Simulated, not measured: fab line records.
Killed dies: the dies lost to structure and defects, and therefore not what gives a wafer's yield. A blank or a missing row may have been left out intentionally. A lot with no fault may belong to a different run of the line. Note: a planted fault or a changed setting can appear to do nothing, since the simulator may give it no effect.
fab line records + flow nandHarc
record:
- lots: 6
- wafers: 18
- lastDay: 25
route steps=1159 shown THIN_TSV@1110 END@1159
lots with no fault: from the same line, run without faults
startH: start of the lot's first displayed wafer, in hours after the record's first day + waitH: hours since the lot's step before + " repeats the value in the row above + L1.1+2: several wafers, shown together as one row + - either no value or no given start + * or withheld: withheld + < > ~ a bound
route shown NAME@n: names a module that has steps shown in the file, with the first one's number in the route + usual: average and standard deviation across the fault-free wafers + same: alike in all rows + chamber/n: place in a boat + sites: readings site by site + _std_site: their standard deviation + _edge_site: mean of outer sites minus mean of inner sites + radiusMm: how far each site lies from the wafer's centre + mask NAME#n: copy n + behind: the most recent tool/chamber to have shaped the wafer + hold: reason for holding the lot/hours on hold/outcome of the hold + device: names the non-switching transistor (n, p or np) + end of line: the same wafers' tests at the end of the route + a step given without rows: its recipe and nothing more + killed: dies that structure and defects cost at the first sort, which is not the same as the wafer's yield + map: dies across one wafer; x = killed, . = not, _ = none there
set.NAME: the setting that was run; set.NAME@STEP: the one run at that earlier step + model.NAME: the simulator's own value behind a step, which no gauge read
a table for each step, a row for each wafer; lots at some steps of the route
services: from which hour (startH, from the record's first day; less than 0 if before it) a tool's chamber was out of use, for how many hours, and why
== steps ==
step: NHARC_THIN_TSV_COAT_06
recipe:
- spinRpm: *
step: NHARC_THIN_TSV_SOFTBAKE_07
recipe:
- tempC: 122
- timeS: 95
step: NHARC_THIN_TSV_EBR_08
step: NHARC_THIN_TSV_EXPOSE_09
recipe:
- na: 0.55
- doseMj: 30.7
- maskId: TSV
step: NHARC_THIN_TSV_PEB_10
recipe:
- pebTempC: 118
- pebTimeS: 85
step: NHARC_THIN_TSV_DEVELOP_11
recipe:
- timeS: 70
step: NHARC_THIN_TSV_CD_MEAS_12
recipe:
- targetCdNm: 1000
- landingEnergyEv: 500
usual:
- cdNm: 1000.3/2
| lot.wafer | tool     | chamber | startH | waitH | cdNm   |
|-----------|----------|---------|--------|-------|--------|
| L571.2    | cdSem-02 | 0       | 438.66 | -     | 1001.6 |
| L571.4    | "        | 0       | "      | "     | 1000.9 |
| L571.5    | "        | 0       | "      | "     | 996.8  |
| L572.1    | cdSem-03 | 0       | 457.54 | -     | 999.9  |
| L572.2    | "        | 0       | "      | "     | 1002.7 |
| L572.6    | "        | 0       | "      | "     | 1000.6 |
| L581.2    | cdSem-01 | 0       | 496.42 | -     | 1000.7 |
| L581.4    | "        | 0       | "      | "     | 999.6  |
| L581.6    | "        | 0       | "      | "     | 999.2  |
| L580.2    | cdSem-02 | 0       | 514.95 | -     | 1003.2 |
| L580.3    | "        | 0       | "      | "     | 999.1  |
| L580.4    | "        | 0       | "      | "     | 1002.1 |
| L590.1    | cdSem-01 | 0       | 566.96 | -     | 997.9  |
| L590.2    | "        | 0       | "      | "     | 1000.3 |
| L590.4    | "        | 0       | "      | "     | 997.9  |
| L589.3    | cdSem-03 | 0       | 568.19 | -     | 997.7  |
| L589.5    | "        | 0       | "      | "     | 997.4  |
| L589.6    | "        | 0       | "      | "     | 999.2  |
step: NHARC_THIN_TSV_HARDBAKE_13
recipe:
- tempC: 125
- timeS: 80
step: NHARC_THIN_TSV_DESCUM_14
recipe:
- timeS: 3
- o2FlowSccm: 200
- arFlowSccm: 0
- biasPowerW: 0
- chemistry: O2
usual:
- drypumpMotorCurrentA: 5.5/0.39
- oesProductAu: 1.003/0.0094
- rfVppV: 57.5/0.84
- showerheadPlenumPTorr: 1.88/0.076
- throttleValvePct: 11.311/0.0091
| lot.wafer | tool       | chamber | startH | waitH | drypumpMotorCurrentA | oesProductAu | rfHoursCounterH | rfVppV | showerheadPlenumPTorr | throttleValvePct |
|-----------|------------|---------|--------|-------|----------------------|--------------|-----------------|--------|-----------------------|------------------|
| L571.2    | rieDiel-01 | 0       | 438.83 | -     | 5.5                  | 0.997        | 13              | 57.0   | 1.91                  | 11.309           |
| L571.4    | "          | 1       | "      | "     | 5.1                  | 0.998        | 13              | 56.7   | 1.84                  | 11.311           |
| L571.5    | "          | 2       | "      | "     | 5.5                  | 1.016        | -               | 58.3   | 1.94                  | 11.312           |
| L572.2    | rieDiel-01 | 1       | 457.71 | -     | 5.1                  | 1.009        | 14              | 56.8   | 1.84                  | 11.300           |
| L572.1    | "          | 3       | "      | "     | 5.2                  | 0.991        | 16              | 58.9   | 1.95                  | 11.312           |
| L572.6    | "          | 3       | "      | "     | 5.2                  | 0.991        | -               | 58.5   | 1.95                  | 11.309           |
| L581.4    | rieDiel-06 | 3       | 496.59 | -     | 5.8                  | 0.996        | 4               | 57.9   | 1.82                  | 11.318           |
| L581.2    | "          | 0       | "      | "     | 5.3                  | 1.026        | 5               | 57.3   | 1.95                  | 11.319           |
| L581.6    | "          | 2       | "      | "     | 5.0                  | 1.007        | -               | 56.5   | 1.80                  | 11.292           |
| L580.2    | rieDiel-06 | 1       | 515.11 | -     | 6.4                  | 0.997        | 6               | 58.1   | 1.96                  | 11.318           |
| L580.3    | "          | 3       | "      | "     | 5.8                  | 0.999        | 6               | 55.5   | 1.82                  | 11.316           |
| L580.4    | "          | 0       | "      | "     | 5.3                  | 1.010        | 6               | 58.4   | 1.95                  | 11.316           |
| L590.1    | rieDiel-13 | 2       | 567.12 | -     | 5.3                  | 1.013        | 7               | 56.6   | 1.99                  | 11.312           |
| L590.2    | "          | 0       | "      | "     | 5.8                  | 1.005        | 8               | 57.2   | 1.83                  | 11.311           |
| L590.4    | "          | 1       | "      | "     | 5.1                  | 1.008        | -               | 57.1   | 1.80                  | 11.307           |
| L589.3    | rieDiel-06 | 1       | 568.37 | -     | 6.4                  | 1.003        | 10              | 57.7   | 1.96                  | 11.314           |
| L589.6    | "          | 2       | "      | "     | 5.0                  | 1.016        | -               | 56.9   | 1.80                  | 11.326           |
| L589.5    | "          | 3       | "      | "     | 5.8                  | 0.987        | -               | 57.7   | 1.82                  | 11.317           |
step: NHARC_THIN_TSV_ETCH_44
recipe:
- targetDepthA: 15942
- timeS: 797.1
- cf4FlowSccm: 150
- o2FlowSccm: 10
- arFlowSccm: 0
- rfW: 300
- biasW: 800
- chemistry: CF4/O2
usual:
- drypumpMotorCurrentA: 5.5/0.39
- oesProductAu: 1.003/0.011
- rfVppV: 792/4.3
- showerheadPlenumPTorr: 1.80/0.067
- throttleValvePct: 16.914/0.0089
| lot.wafer | tool       | chamber | startH | waitH | drypumpMotorCurrentA | oesProductAu | rfHoursCounterH | rfVppV | showerheadPlenumPTorr | throttleValvePct |
|-----------|------------|---------|--------|-------|----------------------|--------------|-----------------|--------|-----------------------|------------------|
| L571.4    | rieDiel-01 | 3       | 438.90 | 0.1   | 5.2                  | 0.966        | 14              | 798    | 1.87                  | 16.924           |
| L571.2    | "          | 1       | "      | "     | 5.1                  | 0.989        | 13              | 789    | 1.76                  | 16.910           |
| L571.5    | "          | 3       | "      | "     | 5.2                  | 0.981        | -               | 797    | 1.87                  | 16.902           |
| L572.1    | rieDiel-01 | 1       | 457.87 | 0.1   | 5.1                  | 1.018        | 15              | 789    | 1.76                  | 16.926           |
| L572.2    | "          | 3       | "      | "     | 5.2                  | 0.999        | 16              | 796    | 1.87                  | 16.915           |
| L572.6    | "          | 3       | "      | "     | 5.1                  | 0.986        | -               | 797    | 1.87                  | 16.903           |
| L581.2    | rieDiel-06 | 3       | 496.66 | 0.1   | 5.8                  | 0.991        | 4               | 788    | 1.75                  | 16.896           |
| L581.4    | "          | 2       | "      | "     | 5.0                  | 0.999        | 5               | 789    | 1.73                  | 16.902           |
| L581.6    | "          | 3       | "      | "     | 5.8                  | 0.987        | -               | 788    | 1.75                  | 16.924           |
| L580.2    | rieDiel-06 | 2       | 515.19 | 0.1   | 5.0                  | 1.014        | 6               | 788    | 1.73                  | 16.905           |
| L580.3    | "          | 3       | "      | "     | 5.8                  | 0.991        | 6               | 789    | 1.75                  | 16.910           |
| L580.4    | "          | 1       | "      | "     | 6.4                  | 1.001        | 6               | 797    | 1.88                  | 16.905           |
| L590.2    | rieDiel-13 | 1       | 567.30 | 0.2   | 5.1                  | 0.994        | 8               | 788    | 1.73                  | 16.925           |
| L590.1    | "          | 2       | "      | "     | 5.3                  | 0.985        | 7               | 799    | 1.90                  | 16.909           |
| L590.4    | "          | 2       | "      | "     | 5.3                  | 1.004        | -               | 798    | 1.90                  | 16.920           |
| L589.3    | rieDiel-06 | 3       | 568.49 | 0.1   | 5.8                  | 0.995        | 9               | 788    | 1.75                  | 16.921           |
| L589.6    | "          | 2       | "      | "     | 5.1                  | 1.009        | -               | 790    | 1.73                  | 16.915           |
| L589.5    | "          | 3       | "      | "     | 5.8                  | 0.993        | -               | 788    | 1.75                  | 16.909           |
step: NHARC_THIN_TSV_ETCH_15
recipe:
- targetDepthA: 30000
- boschTargetOveretchCycles: 2
- boschEtchStepS: 2.8
- boschDepStepS: 1.2
- boschCycles: 14
usual:
- drypumpMotorCurrentA: 5.6/0.4
same:
- boschDepStepS: 1.2
| lot.wafer | tool     | chamber | startH | waitH | drypumpMotorCurrentA | rfHoursCounterH |
|-----------|----------|---------|--------|-------|----------------------|-----------------|
| L571.2    | rieSi-06 | 3       | 439.48 | -     | 5.9                  | 0.8             |
| L571.5    | "        | 0       | "      | "     | 5.6                  | -               |
| L571.4    | "        | 2       | "      | "     | 5.1                  | -               |
| L572.1    | rieSi-06 | 0       | 458.48 | -     | 5.6                  | 0.9             |
| L572.2    | "        | 2       | "      | "     | 5.1                  | 1.0             |
| L572.6    | "        | 3       | "      | "     | 5.8                  | -               |
| L581.2    | rieSi-06 | 3       | 497.27 | -     | 5.9                  | 1.5             |
| L581.6    | "        | 0       | "      | "     | 5.6                  | -               |
| L581.4    | "        | 3       | "      | "     | 5.8                  | -               |
| L580.2    | rieSi-06 | 1       | 515.78 | -     | 4.8                  | 0.6             |
| L580.4    | "        | 2       | "      | "     | 5.1                  | 1.7             |
| L580.3    | "        | 3       | "      | "     | 5.9                  | 1.7             |
| L590.2    | rieSi-04 | 3       | 567.90 | -     | 6.3                  | 0.9             |
| L590.4    | "        | 0       | "      | "     | 5.5                  | 1.0             |
| L590.1    | "        | 2       | "      | "     | 5.7                  | 0.9             |
| L589.3    | rieSi-06 | 2       | 569.00 | -     | 5.1                  | 0.2             |
| L589.5    | "        | 2       | "      | "     | 5.1                  | -               |
| L589.6    | "        | 3       | "      | "     | 5.9                  | -               |
step: NHARC_THIN_TSV_CD_MEAS_16
usual:
- cdNm: 1000.2/2
| lot.wafer | tool     | chamber | startH | waitH | cdNm   |
|-----------|----------|---------|--------|-------|--------|
| L571.2    | cdSem-02 | -       | 439.65 | 0.2   | 1002.2 |
| L571.4    | "        | -       | "      | "     | 1000.9 |
| L571.5    | "        | -       | "      | "     | 996.4  |
| L572.1    | cdSem-02 | -       | 458.64 | 0.2   | 1001.4 |
| L572.2    | "        | -       | "      | "     | 1003.3 |
| L572.6    | "        | -       | "      | "     | 1000.9 |
| L581.2    | cdSem-02 | -       | 497.41 | 0.1   | 1001.4 |
| L581.4    | "        | -       | "      | "     | 1000.3 |
| L581.6    | "        | -       | "      | "     | 998.8  |
| L580.2    | cdSem-02 | -       | 515.91 | 0.1   | 1002.5 |
| L580.3    | "        | -       | "      | "     | 999.0  |
| L580.4    | "        | -       | "      | "     | 1002.3 |
| L590.1    | cdSem-01 | -       | 568.05 | 0.1   | 996.9  |
| L590.2    | "        | -       | "      | "     | 999.7  |
| L590.4    | "        | -       | "      | "     | 997.3  |
| L589.3    | cdSem-01 | -       | 569.15 | 0.1   | 996.8  |
| L589.5    | "        | -       | "      | "     | 997.6  |
| L589.6    | "        | -       | "      | "     | 999.1  |
step: NHARC_THIN_TSV_STRIP_45
recipe:
- powerW: 1500
- tempC: 250
- chemistry: O2
usual:
- drypumpMotorCurrentA: 5.70/0.22
- heaterPowerW: 313/44
| lot.wafer | tool           | chamber | startH | waitH | drypumpMotorCurrentA | heaterPowerW | rfHoursCounterH |
|-----------|----------------|---------|--------|-------|----------------------|--------------|-----------------|
| L571.2    | plasmaAsher-01 | 0       | 439.91 | 0.3   | 5.69                 | 382          | 59              |
| L571.4    | "              | 1       | "      | "     | 5.39                 | 312          | -               |
| L571.5    | "              | 0       | "      | "     | 5.69                 | 395          | -               |
| L572.1    | plasmaAsher-02 | 1       | 458.91 | 0.3   | 5.83                 | 333          | 33              |
| L572.2    | "              | 0       | "      | "     | 5.94                 | 241          | 33              |
| L572.6    | "              | 1       | "      | "     | 5.86                 | 336          | -               |
| L581.2    | plasmaAsher-02 | 1       | 497.48 | 0.1   | -                    | -            | -               |
| L581.4    | "              | 0       | "      | "     | -                    | -            | -               |
| L581.6    | "              | 0       | "      | "     | -                    | -            | -               |
| L580.2    | plasmaAsher-02 | 0       | 515.98 | 0.1   | -                    | -            | -               |
| L580.3    | "              | 0       | "      | "     | -                    | -            | -               |
| L580.4    | "              | 1       | "      | "     | -                    | -            | -               |
| L590.2    | plasmaAsher-02 | 0       | 568.12 | 0.1   | 5.93                 | 244          | 6               |
| L590.1    | "              | 1       | "      | "     | 5.85                 | 349          | 6               |
| L590.4    | "              | 0       | "      | "     | 5.92                 | 242          | -               |
| L589.3    | plasmaAsher-01 | 0       | 569.32 | 0.2   | 5.68                 | 342          | -               |
| L589.6    | "              | 0       | "      | "     | 5.70                 | 330          | -               |
| L589.5    | "              | 1       | "      | "     | 5.39                 | 313          | -               |
step: NHARC_THIN_TSV_STRIP_46
recipe:
- timeS: 1200
- tempC: 72.5
- chemistry: postEtchResidueRemover
step: NHARC_END_SORT_01
recipe:
- tempC: 25
usual:
- defectLimitedYield: 95.3/1.3
- killedAtArray: 28/8.6
- killedAtOther: 0.7/1.2
- killedAtPeriphery: 3.1/2.3
- killedDies: 32/8.7
- killedOpen: 3.2/1.7
- killedShort: 2.0/1.5
- sort_bin_2_pct: 1.5/0.58
- sort_bin_3_pct: 0.28/0.22
- sort_bin_4_pct: 3.0/0.86
- sortNPass: 645/8.7
- sortRimYieldPct: 97.8/1.4
- sortYieldPct: 95.3/1.3
same:
- grossDies: 677
- sort_bin_5_pct[%]: 0
- sort_bin_6_pct[%]: 0
- sort_bin_7_pct[%]: 0
- sort_bin_8_pct[%]: 0
- sortRimNGross: 106.00
| lot.wafer | tool      | chamber | startH | waitH | defectLimitedYield[%] | killedAtArray | killedAtOther | killedAtPeriphery | killedDies | killedOpen | killedShort | sort_bin_2_pct[%] | sort_bin_3_pct[%] | sort_bin_4_pct[%] | sortNPass | sortRimYieldPct[%] | sortYieldPct[%] |
|-----------|-----------|---------|--------|-------|-----------------------|---------------|---------------|-------------------|------------|------------|-------------|-------------------|-------------------|-------------------|-----------|--------------------|-----------------|
| L572.1    | prober-01 | 0       | 472.75 | 2.5   | 96.0                  | 26            | 0             | 1                 | 27         | 2          | 2           | 1.3               | 0.44              | 2.2               | 650       | 96.2               | 96.0            |
| L572.2    | prober-01 | 0       | 473.56 | 2.8   | 93.2                  | 38            | 6             | 2                 | 46         | 4          | 1           | 2.1               | 0.30              | 4.4               | 631       | 93.4               | 93.2            |
| L572.6    | prober-01 | 0       | 476.81 | 4.1   | 95.7                  | 25            | 1             | 3                 | 29         | 2          | 3           | 1.6               | 0.15              | 2.5               | 648       | 95.3               | 95.7            |
| L581.2    | prober-02 | 0       | 515.84 | 2.8   | 0                     | 31            | 644           | 2                 | 677        | 6          | 4           | 97.2              | 0.15              | 2.7               | 0         | 0                  | 0               |
| L581.4    | prober-02 | 0       | 517.41 | 3.4   | 0                     | 25            | 651           | 1                 | 677        | 4          | 4           | 96.8              | 0                 | 3.2               | 0         | 0                  | 0               |
| L581.6    | prober-02 | 0       | 518.99 | 3.9   | 0                     | 20            | 657           | 0                 | 677        | 1          | 3           | 97.9              | 0                 | 2.1               | 0         | 0                  | 0               |
| L580.2    | prober-02 | 0       | 530.84 | 2.8   | 0                     | 41            | 634           | 2                 | 677        | 3          | 3           | 95.7              | 0.74              | 3.5               | 0         | 0                  | 0               |
| L580.3    | prober-02 | 0       | 531.64 | 3.1   | 0                     | 32            | 639           | 6                 | 677        | 3          | 3           | 96.5              | 0                 | 3.5               | 0         | 0                  | 0               |
| L580.4    | prober-02 | 0       | 532.44 | 3.4   | 0                     | 37            | 638           | 2                 | 677        | 7          | 4           | 96.2              | 0.30              | 3.5               | 0         | 0                  | 0               |
| L589.3    | prober-01 | 0       | 584.01 | 3.1   | 96.2                  | 24            | 0             | 2                 | 26         | 4          | 1           | 1.2               | 0.15              | 2.5               | 651       | 99.1               | 96.2            |
| L589.5    | prober-01 | 0       | 585.60 | 3.7   | 94.5                  | 29            | 2             | 6                 | 37         | 8          | 0           | 2.2               | 0.44              | 2.8               | 640       | 96.2               | 94.5            |
| L589.6    | prober-01 | 0       | 586.39 | 4.0   | 96.3                  | 22            | 0             | 3                 | 25         | 1          | 0           | 1.0               | 0.30              | 2.4               | 652       | 99.1               | 96.3            |
| L590.1    | prober-01 | 0       | 590.23 | 2.5   | 96.5                  | 20            | 0             | 4                 | 24         | 3          | 1           | 0.9               | 0.44              | 2.2               | 653       | 98.1               | 96.5            |
| L590.2    | prober-01 | 0       | 591.04 | 2.8   | 96.9                  | 18            | 0             | 3                 | 21         | 1          | 1           | 0.6               | 0.15              | 2.4               | 656       | 98.1               | 96.9            |
| L590.4    | prober-01 | 0       | 592.66 | 3.4   | 96.5                  | 20            | 1             | 3                 | 24         | 0          | 2           | 1.5               | 0.30              | 1.8               | 653       | 98.1               | 96.5            |
killed by level:class
L572.1 A_SLIT:chamberFilmFlake=9 A_M1:chamberFilmFlake=5 A_CONTACT:chamberFilmFlake=3 A_CHANNEL_HOLE_D1:chamberFilmFlake=2 A_SGD_CUT:geometricParticle:short=1 A_CONTACT:geometricParticle:open=1 A_BLC:geometricParticle:short=1 A_M1:geometricParticle:open=1
L572.2 A_SLIT:chamberFilmFlake=12 A_CONTACT:chamberFilmFlake=6 THIN_TSV:chamberFilmFlake=6 A_M0:chamberFilmFlake=4 A_M1:chamberFilmFlake=4 A_STAIRCASE:chamberFilmFlake=3 P_GATE:chamberFilmFlake=2 A_CHANNEL_HOLE_D1:chamberFilmFlake=2
L572.6 A_SLIT:chamberFilmFlake=7 A_M0:chamberFilmFlake=5 A_CHANNEL_HOLE_D1:chamberFilmFlake=3 A_CONTACT:chamberFilmFlake=3 P_GATE:chamberFilmFlake=2 A_STAIRCASE:chamberFilmFlake=2 P_M0:geometricParticle:short=1 A_WL_FILL:geometricParticle:short=1
L581.2 THIN_TSV:areaStrip=644 A_SLIT:chamberFilmFlake=12 A_CONTACT:chamberFilmFlake=8 A_CHANNEL_FILL_D1:geometricParticle:short=2 A_CONTACT:geometricParticle:open=2 A_CHANNEL_HOLE_D1:chamberFilmFlake=2 P_CONTACT:geometricParticle:short=1 P_M2:geometricParticle:open=1
L581.4 THIN_TSV:areaStrip=651 A_SLIT:chamberFilmFlake=7 A_CHANNEL_HOLE_D1:chamberFilmFlake=4 A_CONTACT:chamberFilmFlake=4 A_STAIRCASE:chamberFilmFlake=3 A_WL_FILL:geometricParticle:short=2 P_M1:geometricParticle:open=1 A_ONON_D1:geometricParticle:open=1
L581.6 THIN_TSV:areaStrip=657 A_SLIT:chamberFilmFlake=11 A_CONTACT:chamberFilmFlake=4 A_ONON_D1:geometricParticle:short=1 A_CHANNEL_HOLE_D1:geometricParticle:short=1 A_WL_FILL:geometricParticle:short=1 A_CONTACT:geometricParticle:open=1 A_ZERO_WELL:chamberFilmFlake=1
L580.2 THIN_TSV:areaStrip=634 A_SLIT:chamberFilmFlake=18 A_CONTACT:chamberFilmFlake=11 A_CHANNEL_HOLE_D1:chamberFilmFlake=3 A_STAIRCASE:chamberFilmFlake=3 P_M1:geometricParticle:short=1 A_ONON_D1:geometricParticle:open=1 A_CHANNEL_HOLE_D1:geometricParticle:open=1
L580.3 THIN_TSV:areaStrip=639 A_SLIT:chamberFilmFlake=16 A_CONTACT:chamberFilmFlake=6 P_BONDPAD:chamberFilmFlake=3 A_CHANNEL_HOLE_D1:chamberFilmFlake=3 P_M1:geometricParticle:open=1 P_M1:geometricParticle:short=1 A_CHANNEL_FILL_D1:geometricParticle:short=1
L580.4 THIN_TSV:areaStrip=637 A_SLIT:chamberFilmFlake=16 A_CHANNEL_HOLE_D1:chamberFilmFlake=6 A_CONTACT:chamberFilmFlake=5 A_WL_FILL:geometricParticle:open=3 A_WL_FILL:chamberFilmFlake=2 P_CONTACT:geometricParticle:open=1 P_M0:geometricParticle:open=1
L589.3 A_CHANNEL_HOLE_D1:chamberFilmFlake=8 A_M1:chamberFilmFlake=4 A_BLC:geometricParticle:open=3 A_CONTACT:chamberFilmFlake=3 A_STAIRCASE:chamberFilmFlake=2 A_SLIT:chamberFilmFlake=2 P_STI:geometricParticle:short=1 A_CHANNEL_FILL_D1:geometricParticle:open=1
L589.5 A_CHANNEL_HOLE_D1:chamberFilmFlake=8 A_STAIRCASE:chamberFilmFlake=5 A_CONTACT:chamberFilmFlake=4 A_SLIT:chamberFilmFlake=3 A_CHANNEL_HOLE_D1:geometricParticle:open=2 A_CONTACT:geometricParticle:open=2 P_M0:chamberFilmFlake=2 A_ZERO_WELL:chamberFilmFlake=2
L589.6 A_CHANNEL_HOLE_D1:chamberFilmFlake=7 A_STAIRCASE:chamberFilmFlake=5 A_WL_FILL:chamberFilmFlake=3 P_GATE:chamberFilmFlake=2 A_SLIT:chamberFilmFlake=2 A_M1:chamberFilmFlake=2 A_CONTACT:geometricParticle:open=1 P_M0:chamberFilmFlake=1
L590.1 A_CHANNEL_HOLE_D1:chamberFilmFlake=8 A_SLIT:chamberFilmFlake=3 A_CONTACT:chamberFilmFlake=3 P_M0:chamberFilmFlake=2 A_STAIRCASE:chamberFilmFlake=2 P_M0:geometricParticle:open=1 A_ONON_D1:geometricParticle:open=1 A_CHANNEL_FILL_D1:geometricParticle:open=1
L590.2 A_CHANNEL_HOLE_D1:chamberFilmFlake=7 A_CONTACT:chamberFilmFlake=7 P_M0:chamberFilmFlake=2 A_SLIT:chamberFilmFlake=2 A_ONON_D1:geometricParticle:open=1 A_CHANNEL_FILL_D1:geometricParticle:short=1 P_ZERO_WELL:chamberFilmFlake=1
L590.4 A_CHANNEL_HOLE_D1:chamberFilmFlake=7 A_SLIT:chamberFilmFlake=7 A_CONTACT:chamberFilmFlake=4 P_M2:chamberFilmFlake=2 A_ONON_D1:geometricParticle:short=1 STARTING-WAFER:geometricParticle:short=1 P_ZERO_WELL:chamberFilmFlake=1 A_STAIRCASE:chamberFilmFlake=1
map L580.2 (x killed, . not)
____________x____________
_________xxxxxxx_________
_______xxxxxxxxxxx_______
______xxxxxxxxxxxxx______
_____xxxxxxxxxxxxxxx_____
____xxxxxxxxxxxxxxxxx____
____xxxxxxxxxxxxxxxxx____
___xxxxxxxxxxxxxxxxxxx___
___xxxxxxxxxxxxxxxxxxx___
__xxxxxxxxxxxxxxxxxxxxx__
__xxxxxxxxxxxxxxxxxxxxx__
_xxxxxxxxxxxxxxxxxxxxxxx_
_xxxxxxxxxxxxxxxxxxxxxxx_
_xxxxxxxxxxxxxxxxxxxxxxx_
_xxxxxxxxxxxxxxxxxxxxxxx_
_xxxxxxxxxxxxxxxxxxxxxxx_
xxxxxxxxxxxxxxxxxxxxxxxxx
xxxxxxxxxxxxxxxxxxxxxxxxx
xxxxxxxxxxxxxxxxxxxxxxxxx
xxxxxxxxxxxxxxxxxxxxxxxxx
xxxxxxxxxxxxxxxxxxxxxxxxx
_xxxxxxxxxxxxxxxxxxxxxxx_
_xxxxxxxxxxxxxxxxxxxxxxx_
_xxxxxxxxxxxxxxxxxxxxxxx_
_xxxxxxxxxxxxxxxxxxxxxxx_
_xxxxxxxxxxxxxxxxxxxxxxx_
__xxxxxxxxxxxxxxxxxxxxx__
__xxxxxxxxxxxxxxxxxxxxx__
___xxxxxxxxxxxxxxxxxxx___
___xxxxxxxxxxxxxxxxxxx___
____xxxxxxxxxxxxxxxxx____
____xxxxxxxxxxxxxxxxx____
_____xxxxxxxxxxxxxxx_____
______xxxxxxxxxxxxx______
_______xxxxxxxxxxx_______
_________xxxxxxx_________
____________x____________
map L581.2 (x killed, . not)
____________x____________
_________xxxxxxx_________
_______xxxxxxxxxxx_______
______xxxxxxxxxxxxx______
_____xxxxxxxxxxxxxxx_____
____xxxxxxxxxxxxxxxxx____
____xxxxxxxxxxxxxxxxx____
___xxxxxxxxxxxxxxxxxxx___
___xxxxxxxxxxxxxxxxxxx___
__xxxxxxxxxxxxxxxxxxxxx__
__xxxxxxxxxxxxxxxxxxxxx__
_xxxxxxxxxxxxxxxxxxxxxxx_
_xxxxxxxxxxxxxxxxxxxxxxx_
_xxxxxxxxxxxxxxxxxxxxxxx_
_xxxxxxxxxxxxxxxxxxxxxxx_
_xxxxxxxxxxxxxxxxxxxxxxx_
xxxxxxxxxxxxxxxxxxxxxxxxx
xxxxxxxxxxxxxxxxxxxxxxxxx
xxxxxxxxxxxxxxxxxxxxxxxxx
xxxxxxxxxxxxxxxxxxxxxxxxx
xxxxxxxxxxxxxxxxxxxxxxxxx
_xxxxxxxxxxxxxxxxxxxxxxx_
_xxxxxxxxxxxxxxxxxxxxxxx_
_xxxxxxxxxxxxxxxxxxxxxxx_
_xxxxxxxxxxxxxxxxxxxxxxx_
_xxxxxxxxxxxxxxxxxxxxxxx_
__xxxxxxxxxxxxxxxxxxxxx__
__xxxxxxxxxxxxxxxxxxxxx__
___xxxxxxxxxxxxxxxxxxx___
___xxxxxxxxxxxxxxxxxxx___
____xxxxxxxxxxxxxxxxx____
____xxxxxxxxxxxxxxxxx____
_____xxxxxxxxxxxxxxx_____
______xxxxxxxxxxxxx______
_______xxxxxxxxxxx_______
_________xxxxxxx_________
____________x____________
== services ==
| tool           | chamber | startH | hours | kind      |
|----------------|---------|--------|-------|-----------|
| rieDiel-06     | -       | 418.21 | 9.0   | pm        |
| rieDiel-06     | 0       | 418.21 | 9.0   | ventCycle |
| rieDiel-06     | 1       | 418.21 | 9.0   | ventCycle |
| rieDiel-06     | 2       | 418.21 | 9.0   | ventCycle |
| rieDiel-06     | 3       | 418.21 | 9.0   | ventCycle |
| rieSi-04       | 2       | 424.65 | 4.6   | repair    |
| rieSi-06       | 1       | 425.59 | 78.8  | repair    |
| rieDiel-06     | 0       | 427.21 | -     | clean     |
| rieDiel-06     | 1       | 427.21 | -     | clean     |
| rieSi-04       | -       | 453.00 | 9.0   | pm        |
| rieDiel-13     | -       | 453.03 | 9.0   | pm        |
| plasmaAsher-01 | -       | 453.33 | 9.0   | pm        |
| rieDiel-01     | 2       | 457.54 | 3.1   | repair    |
| rieDiel-01     | 2       | 472.67 | 1.6   | repair    |
| rieSi-04       | 3       | 476.67 | 3.8   | repair    |
| plasmaAsher-02 | -       | 478.47 | 0.9   | repair    |
| rieDiel-01     | -       | 491.80 | 9.0   | pm        |
| rieSi-04       | 2       | 526.32 | 1.1   | repair    |
| rieDiel-06     | -       | 534.76 | 0.4   | repair    |
| rieDiel-13     | -       | 535.74 | 0.4   | repair    |
| rieSi-06       | -       | 537.00 | 9.0   | pm        |
| plasmaAsher-02 | -       | 537.04 | 9.0   | pm        |
| plasmaAsher-02 | -       | 553.59 | 1.7   | repair    |
| rieDiel-13     | 3       | 566.29 | 6.7   | repair    |
== key ==
firstSign:
- step: NHARC_THIN_TSV_STRIP_45
- reading: toolRecord
- direction: missing
effect:
- step: NHARC_END_SORT_01
- reading: killedAtOther
- direction: up
- sigmas: 99+
- usual: 0.7
- struck: 643.8
moreKillsBornAt:
- NHARC_THIN_TSV_STRIP_45@plasmaAsher-02: 3862
metAt NHARC_THIN_TSV_STRIP_45
struckWafers L580.2,L580.3,L580.4,L581.2,L581.4,L581.6
laterRowsLeftOut L580.2,L580.3,L580.4,L581.2,L581.4,L581.6
onsetBetween 458.91 497.48
fault:
- kind: skippedStepWhole
- tool: plasmaAsher-02
- chamber: -
- onsetH: 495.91
- steps: NHARC_THIN_TSV_STRIP_45
- scope: struckLotsOnly
laterRowsLeftOut: the simulator's readings of these wafers behind a module that went badly wrong aren't trusted and aren't shown, but for the sort
